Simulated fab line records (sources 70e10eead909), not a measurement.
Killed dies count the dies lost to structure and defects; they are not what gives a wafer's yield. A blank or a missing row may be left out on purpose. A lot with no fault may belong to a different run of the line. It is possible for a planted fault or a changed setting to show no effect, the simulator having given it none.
8D (eight disciplines) problem report, filled in by code -- flow nand-harc -- the parts of the form that need people (team, actions taken, sign-off) are left out

1. PROBLEM STATEMENT
Mean of killed-at-array at NHARC_END_SORT_01: 399 across 2 wafers in 2 lots; on wafers with no fault it is 50 (standard deviation 17). Relative to the usual mean, that is a shift of +21 standard deviations.
First seen on wafer L537.5, day 29 20:23, on prober-01. Wafers with a number at this step in the record: 21, from 8 lots. Rule for "out" (also "out of limits"): further than 4 standard deviations from the usual mean. The rest of the wafers with a number are treated as sound.

2. WHAT THIS IS AND IS NOT
question,is,is not
which readings at this step,"killed-at-array, defect-limited-yield, killed-dies, sort_bin_2_pct, sort_bin_3_pct, sort_bin_4_pct, sort-n-pass, sort-rim-yield-pct, sort-yield-pct","killed-at-other, killed-at-periphery, killed-open, killed-short"
which lots,"L535, L537","L524, L530, L531, L532, L533, L534"
which wafers of those lots,"L535.5, L537.5","L535.1, L535.4, L537.3"
read on which gauges,"prober-01, prober-02",-
when,from day 29 20:23,up to then (19 sound wafers)

3. SUSPECTS, AND WHAT RULES EACH OUT
Counting: a tool at a process step up to the reading stays a suspect if it ran every lot that is out. Sound lots after the first of them don't rule it out here, since some wafers of a struck lot are sound.
- the gauge at NHARC_END_SORT_01: ruled out. Those wafers that are out were read across 2 gauges (prober-01, prober-02).
- ecd-cu-01 at NHARC_A_M0_ECD_22 (material Cu, target thk 400 nm): kept. Every lot that is out went through it, the first being L537 (day 28 03:32); the last sound lot it ran before that was L533 (day 27 09:26).
- pvd-sputter-01 at NHARC_A_BONDPAD_PVD_27 (deposits Cu, target thk 30 nm, time 20.49 s): kept. Every lot that is out went through it, the first being L535 (day 28 23:37); the last sound lot it ran before that was L534 (day 28 07:23). NHARC_A_BONDPAD_PVD_27 gives no start for some lots, so the hours and the order of its lots are those of NHARC_HYBRID_BOND_OVL_MEAS_05.
What counting leaves: ecd-cu-01 at NHARC_A_M0_ECD_22 and pvd-sputter-01 at NHARC_A_BONDPAD_PVD_27.

4. THE CAUSE (what the simulator had put in)
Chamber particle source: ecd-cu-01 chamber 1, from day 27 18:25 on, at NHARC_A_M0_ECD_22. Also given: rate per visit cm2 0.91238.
Counting left 2 suspects, and this tool is among them.

5. THE EFFECT CHAIN, in route order
Each row: a reading whose mean over the struck wafers that have a number lies more than 3 standard deviations from the usual. Only readings whose record carries a usual standard deviation are examined. hours: median over the lots of the time between each lot's start at the first step of this table that gives one and its start at this step. sigmas: the change, counted in usual standard deviations.
hours,step,reading,usual,on struck wafers,change,sigmas
0,NHARC_END_SORT_01,defect-limited-yield,92.0 %,40.4,-51.6,-20
0,NHARC_END_SORT_01,killed-at-array,50,399,+349,+21
0,NHARC_END_SORT_01,killed-dies,54,404,+350,+21
0,NHARC_END_SORT_01,sort_bin_2_pct,2.8 %,22.8,+19.9,+18
0,NHARC_END_SORT_01,sort_bin_3_pct,0.5 %,4.4,+3.9,+12
0,NHARC_END_SORT_01,sort_bin_4_pct,4.6 %,32.4,+27.8,+19
0,NHARC_END_SORT_01,sort-n-pass,623,274,-350,-21
0,NHARC_END_SORT_01,sort-rim-yield-pct,92 %,41,-51,-13
0,NHARC_END_SORT_01,sort-yield-pct,92.0 %,40.4,-51.6,-20

6. WHAT WOULD HAVE CAUGHT IT SOONER
The first out-of-limits reading at a measuring or inspecting step in this record came at day 29 20:23, 50 hours after the fault's start at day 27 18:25.
Lots out: 2; all had begun NHARC_A_M0_ECD_22 on ecd-cu-01 by day 29 20:23. None of them would have been spared by holding the tool at that moment.
